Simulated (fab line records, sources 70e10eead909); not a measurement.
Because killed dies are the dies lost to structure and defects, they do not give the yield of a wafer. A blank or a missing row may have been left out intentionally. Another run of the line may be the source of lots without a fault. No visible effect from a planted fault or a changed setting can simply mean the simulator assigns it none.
What tool caused it? | flow nandHarc | 34 wafers from 12 lots sampled at 5 of the route's 1302 steps

WHAT THE GAUGES READ, wafer by wafer
NHARC_END_SORT_01. Usual: defectLimitedYield 91.9 %, standard deviation 2.9; killedAtArray 50, standard deviation 20; killedAtOther 1.2, standard deviation 1.5; killedAtPeriphery 3.6, standard deviation 2.6; killedDies 55, standard deviation 20; killedOpen 3.4, standard deviation 2; killedShort 2.7, standard deviation 1.6; sort_bin_2_pct 2.9 %, standard deviation 1.3; sort_bin_3_pct 0.6 %, standard deviation 0.38; sort_bin_4_pct 4.6 %, standard deviation 1.6; sortNPass 622, standard deviation 20; sortRimYieldPct 93 %, standard deviation 3.8; sortYieldPct 91.9 %, standard deviation 2.9.
lot  | measured     | on        | defectLimitedYield (%) | killedAtArray | killedAtOther | killedAtPeriphery | killedDies | killedOpen | killedShort | sort_bin_2_pct (%) | sort_bin_3_pct (%) | sort_bin_4_pct (%) | sortNPass   | sortRimYieldPct (%) | sortYieldPct (%) | flag
L920 | day 29 10:26 | prober-02 | 93.9 95.7 90.4         | 39 24 59      | 0 2 3         | 2 3 3             | 41 29 65   | 3 3 6      | 3 2 4       | 1.8 2.1 3.0        | 0.7 0.4 0.9        | 3.5 1.8 5.8        | 636 648 612 | 92 91 95            | 93.9 95.7 90.4   | 

EACH LOT AND THE TOOL THAT RAN IT (in order: tool; ch and the chambers of the sampled wafers; start)
lot  | NHARC_A_M0_ANNEAL_30            | NHARC_A_M1_ETCH_28                | NHARC_A_M1_DEGAS_29         | NHARC_A_M1_CMP_23
L910 | rtpAnneal-02 ch 0, day 23 13:43 | rieDiel-04 ch 0,1,3, day 23 16:38 | pvdSputter-01, day 23 17:02 | cmp-04 ch 0,2,3, day 23 18:09
L912 | rtpAnneal-01 ch 0, day 23 22:16 | rieDiel-09 ch 0,2, day 24 01:17   | pvdSputter-03, day 24 01:40 | cmp-04 ch 1,2,3, day 24 02:47
L911 | rtpAnneal-02 ch 0, day 24 03:53 | rieDiel-09 ch 0,1, day 24 06:39   | pvdSputter-03, day 24 07:03 | cmp-01 ch 0,3, day 24 08:08
L913 | rtpAnneal-02 ch 0, day 24 11:52 | rieDiel-09 ch 0,1, day 24 14:45   | pvdSputter-01, day 24 15:08 | cmp-04 ch 0,1,3, day 24 16:14
L916 | rtpAnneal-01 ch 0, day 26 09:31 | rieDiel-09 ch 0,2,3, day 26 12:25 | pvdSputter-02, day 26 12:49 | cmp-01 ch 1,2,3, day 26 13:57
L918 | rtpAnneal-02 ch 0, day 26 13:41 | rieDiel-12 ch 0,1, day 26 16:42   | pvdSputter-02, day 26 17:07 | cmp-01 ch 1,3, day 26 18:12
L919 | rtpAnneal-01 ch 0, day 27 03:17 | rieDiel-04 ch 0,3, day 27 06:17   | pvdSputter-03, day 27 06:41 | cmp-03 ch 0,2, day 27 07:47
L920 | rtpAnneal-01 ch 0, day 27 17:41 | rieDiel-09 ch 0,1,2, day 27 20:50 | pvdSputter-03, day 27 21:13 | cmp-01 ch 1,2,3, day 27 22:23
L923 | rtpAnneal-01 ch 0, day 28 23:35 | rieDiel-04 ch 1, day 29 02:29     | pvdSputter-02, day 29 02:56 | cmp-04 ch 2,3, day 29 03:59
L926 | rtpAnneal-01 ch 0, day 29 05:44 | rieDiel-04 ch 1,3, day 29 08:40   | pvdSputter-02, day 29 09:04 | cmp-01 ch 0,3, day 29 10:12
L931 | rtpAnneal-01 ch 0, day 31 23:49 | rieDiel-09 ch 1,3, day 32 02:35   | pvdSputter-02, day 32 02:59 | cmp-01 ch 1,2,3, day 32 04:07
L932 | rtpAnneal-01 ch 0, day 32 00:56 | rieDiel-09 ch 1,2, day 32 03:48   | pvdSputter-03, day 32 04:13 | cmp-03 ch 0,3, day 32 05:19
- NHARC_A_M0_ANNEAL_30: time 90 s.
- NHARC_A_M1_ETCH_28: etches the open film in CF4/N2, target depth 30 nm, time 72.99 s.
- NHARC_A_M1_DEGAS_29: time 60 s.
- NHARC_A_M1_CMP_23: polishes, t overpolish 20 s, target thk 154.34 nm.

WHAT THE TOOLS THEMSELVES READ (means of the sampled wafers that have a number; where no wafer has one, the mark that the record gives instead)
NHARC_A_M0_ANNEAL_30. Usual: annealTempC 225.02 C, standard deviation 0.18; wafer_temp_C_max 225.97, standard deviation 0.28.
lot  | tool         | annealTempC (C) | wafer_temp_C_max | flag
L910 | rtpAnneal-02 | 224.91          | 225.78           | 
L912 | rtpAnneal-01 | 225.09          | 226.14           | 
L911 | rtpAnneal-02 | 225.18          | 225.82           | 
L913 | rtpAnneal-02 | 224.82          | 225.92           | 
L916 | rtpAnneal-01 | 224.88          | 226.20           | 
L918 | rtpAnneal-02 | 225.31          | 225.61           | 
L919 | rtpAnneal-01 | 224.89          | 226.05           | 
L920 | rtpAnneal-01 | 224.92          | 225.94           | 
L923 | rtpAnneal-01 | 224.88          | 226.31           | 
L926 | rtpAnneal-01 | 224.81          | 226.07           | 
L931 | rtpAnneal-01 | 225.27          | 226.36           | 
L932 | rtpAnneal-01 | 224.88          | 226.27           | 

NHARC_A_M1_ETCH_28. Usual: drypumpMotorCurrentA 5.7 A, standard deviation 0.45; oesProductAu 0.999 a.u., standard deviation 0.01; rfFwdPowerW 297.3 W, standard deviation 1.3; rfVppV 314.5 V, standard deviation 1.7; runLengthS 94.3 s, standard deviation 0.4; showerheadPlenumPTorr 2.64 Torr, standard deviation 0.093; throttleValvePct 19.794 %, standard deviation 0.0091.
lot  | tool       | drypumpMotorCurrentA (A) | oesProductAu (a.u.) | rfFwdPowerW (W) | rfVppV (V) | runLengthS (s) | showerheadPlenumPTorr (Torr) | throttleValvePct (%) | flag
L910 | rieDiel-04 | 6.0                      | 0.993               | 297.3           | 316.2      | 94.1           | 2.75                         | 19.801               | 
L912 | rieDiel-09 | 5.6                      | 0.997               | 296.6           | 316.1      | 94.4           | 2.65                         | 19.810               | 
L911 | rieDiel-09 | 5.6                      | 1.001               | 296.7           | 314.4      | 94.7           | 2.63                         | 19.796               | 
L913 | rieDiel-09 | 5.6                      | 0.995               | 297.6           | 314.1      | 94.5           | 2.63                         | 19.788               | 
L916 | rieDiel-09 | 5.4                      | 0.995               | 297.6           | 314.5      | 94.7           | 2.61                         | 19.793               | 
L918 | rieDiel-12 | 5.9                      | 0.999               | 297.8           | 312.9      | 94.4           | 2.56                         | 19.778               | 
L919 | rieDiel-04 | 6.3                      | 0.982               | 296.8           | 315.2      | 94.2           | 2.75                         | 19.796               | 
L920 | rieDiel-09 | 5.6                      | 1.002               | 297.8           | 312.5      | 94.5           | 2.58                         | 19.791               | 
L923 | rieDiel-04 | 5.7                      | 0.994               | 296.8           | 316.5      | 84.8           | 2.76                         | 19.781               | OFF
L926 | rieDiel-04 | 5.8                      | 0.998               | 295.8           | 315.3      | 85.0           | 2.76                         | 19.793               | OFF
L931 | rieDiel-09 | 5.6                      | 1.005               | 297.0           | 313.2      | 94.7           | 2.53                         | 19.802               | 
L932 | rieDiel-09 | 5.7                      | 1.003               | 297.6           | 312.5      | 94.2           | 2.53                         | 19.791               | 

NHARC_A_M1_DEGAS_29. Usual: heaterPowerW at 330 W, with a standard deviation of 34.
lot  | tool          | heaterPowerW (W) | flag
L910 | pvdSputter-01 | 314              | 
L912 | pvdSputter-03 | 357              | 
L911 | pvdSputter-03 | 330              | 
L913 | pvdSputter-01 | 319              | 
L916 | pvdSputter-02 | 301              | 
L918 | pvdSputter-02 | 320              | 
L919 | pvdSputter-03 | 330              | 
L920 | pvdSputter-03 | 335              | 
L923 | pvdSputter-02 | 318              | 
L926 | pvdSputter-02 | 328              | 
L931 | pvdSputter-02 | 325              | 
L932 | pvdSputter-03 | 334              | 

NHARC_A_M1_CMP_23. Usual: motorCurrentA 12.2 A, standard deviation 1.7; slurryFilterDpKPa 13.50 kPa, standard deviation 0.14; slurryFlowMlMin 150.0, standard deviation 0.45; timeToEndpointS 28.4 s, standard deviation 3.
lot  | tool   | motorCurrentA (A) | slurryFilterDpKPa (kPa) | slurryFlowMlMin | timeToEndpointS (s) | flag
L910 | cmp-04 | 11.6              | 13.65                   | 149.8           | 29.1                | 
L912 | cmp-04 | 12.1              | 13.51                   | 149.9           | 31.0                | 
L911 | cmp-01 | 11.5              | 13.46                   | 150.2           | 26.0                | 
L913 | cmp-04 | 12.1              | 13.43                   | 149.7           | 29.4                | 
L916 | cmp-01 | 11.7              | 13.54                   | 149.8           | 26.6                | 
L918 | cmp-01 | 12.5              | 13.49                   | 149.8           | 28.1                | 
L919 | cmp-03 | 12.6              | 13.54                   | 150.5           | 31.9                | 
L920 | cmp-01 | 11.6              | 13.45                   | 150.3           | 26.4                | 
L923 | cmp-04 | 11.9              | 13.35                   | 149.9           | 24.6                | 
L926 | cmp-01 | 10.9              | 13.41                   | 150.1           | 27.8                | 
L931 | cmp-01 | 11.8              | 13.58                   | 149.9           | 25.5                | 
L932 | cmp-03 | 13.4              | 13.52                   | 149.8           | 29.9                | 

THE ANSWER, worked out from the rows above alone
Rule: a lot counts as off when the mean over its wafers that have a number is more than 3 standard deviations away from the usual mean. A lot without any number at a reading at which 4 lots or more have one is off too. Where the step has rows for the other lots, those lots are counted as sound. The gauges are gone through in route order, then the tools' own readings, and for those a lot's mean is taken as printed above. The first step at which some lot is off is used, and at that step the reading that is off furthest; a lot without a number counts as furthest.
Off, at NHARC_A_M1_ETCH_28 on runLengthS: L923, L926.
A tool fits if, at that step or a process step before it, it ran every lot that is off, and no sound lot after the first of them. One candidate fits, namely rieDiel-04 at NHARC_A_M1_ETCH_28. A fault onset in the window from L919 (day 27 06:17, its last sound lot) to L923 (day 29 02:29, its first lot off) fits.
On the lots that are off, the tool's own readings at NHARC_A_M1_ETCH_28 differ by more than 5 times the standard deviation of the sound lots' means, which bears it out; runLengthS reads 84.9 s there versus 94.4 s on the sound lots.

WHAT THE SIMULATOR HAD PUT IN
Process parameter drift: rieDiel-04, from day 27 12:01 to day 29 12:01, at NHARC_A_M1_ETCH_28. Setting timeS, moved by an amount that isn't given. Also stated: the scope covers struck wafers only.
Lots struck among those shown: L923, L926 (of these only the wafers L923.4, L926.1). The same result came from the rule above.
